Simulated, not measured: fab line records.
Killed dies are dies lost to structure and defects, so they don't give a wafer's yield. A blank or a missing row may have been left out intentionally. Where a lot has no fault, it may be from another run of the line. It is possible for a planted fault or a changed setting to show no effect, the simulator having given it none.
Matching of chambers    flow nand-harc    NHARC_P_M2_DESCUM_14 on rie-diel-02: 4 sister chambers
The step chemistry O2, time 3 s. 8 wafers are shown with their chamber, then 7 later ones without.

## WAFERS WITH THEIR CHAMBER
wafer   chamber  showerhead-plenum-p-Torr (Torr)  drypump-motor-current-A (A)
L394.5  0        1.94                             5.80
L396.4  2        2.02                             6.02
L396.6  1        2.03                             6.33
L408.1  3        2.06                             6.14
L408.2  1        2.03                             6.40
L408.6  3        2.06                             6.13
L410.4  0        1.94                             5.81
L410.5  2        2.01                             5.97

## WAFERS WITHOUT THEIR CHAMBER
wafer   showerhead-plenum-p-Torr (Torr)  drypump-motor-current-A (A)
L410.6  2.03                             6.36
L411.4  2.06                             6.13
L411.5  2.01                             5.99
L411.6  2.03                             6.32
L412.1  2.06                             6.12
L412.3  1.94                             5.85
L412.4  2.03                             6.39

## CHAMBER TAKEN BY EACH
wafer   from the rows above  in truth
L410.6  1                    1
L411.4  3                    3
L411.5  2                    2
L411.6  1                    1
L412.1  3                    3
L412.3  0                    0
L412.4  1                    1
Placed correctly: 7 of 7. Not placeable from these rows: 0. Placed wrongly: 0.
How it was worked out, from the rows above alone: a wafer's distance from a chamber is the root of the sum, over the readings, of the square of ((its reading less the chamber's mean) divided by the reading's scatter). If the next closest chamber is less than 2 further off than the closest, the wafer can't be placed; otherwise it belongs to the closest. The mean given for a chamber averages the wafers shown for that chamber. How the scatter is found: for the shown wafers, subtract from each reading the mean of its chamber, square and add these, divide the total by (wafers less chambers), then take the root.
